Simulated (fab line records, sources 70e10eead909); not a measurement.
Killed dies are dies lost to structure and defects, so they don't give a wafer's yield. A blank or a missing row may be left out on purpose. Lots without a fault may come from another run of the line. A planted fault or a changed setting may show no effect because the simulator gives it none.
Chamber matching | flow nand_harc | NHARC_A_SGD_CUT_CMP_21 on cmp-04: 4 sister chambers
The step polishes, target thk 148.19 nm. 4 wafers are shown with their chamber, then 11 later ones without.

WAFERS WITH THEIR CHAMBER
wafer  | chamber | motor_current_A (A)
L087.2 | 2       | 10.0
L087.3 | 3       | 12.1
L087.4 | 0       | 9.6
L092.1 | 1       | 11.3

WAFERS WITHOUT THEIR CHAMBER
wafer  | motor_current_A (A)
L092.2 | 10.6
L092.3 | 11.8
L094.3 | 11.3
L094.4 | 9.9
L094.5 | 9.8
L096.2 | 9.6
L096.4 | 11.3
L096.6 | 11.9
L096.1 | 11.9
L096.3 | 9.6
L096.5 | 10.5

WHICH CHAMBER EACH WENT THROUGH
wafer  | from the rows above          | in truth
L092.2 | can't be placed: 2 or 1 or 0 | 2
L092.3 | can't be placed: 3 or 1      | 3
L094.3 | 1                            | 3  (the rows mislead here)
L094.4 | can't be placed: 2 or 0      | 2
L094.5 | can't be placed: 2 or 0      | 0
L096.2 | can't be placed: 0 or 2      | 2
L096.4 | 1                            | 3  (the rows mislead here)
L096.6 | can't be placed: 3 or 1      | 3
L096.1 | can't be placed: 3 or 1      | 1
L096.3 | can't be placed: 0 or 2      | 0
L096.5 | can't be placed: 2 or 1 or 0 | 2
Placed correctly: 0 of 11. Can't be placed from these rows: 9 (the true chamber is among the candidates in 9). Placed wrongly: 2.
How it was worked out, from the rows above alone: a wafer's distance from a chamber is the root of the sum, over the readings, of the square of ((its reading less the chamber's mean) divided by the reading's scatter). The wafer belongs to the nearest chamber; if the next one is less than 2 further off, it can't be placed. A chamber's mean is the mean of its shown wafers. The scatter: with one shown wafer a chamber, the root of the mean of the squares of how far each hidden wafer lies from its nearest shown one.
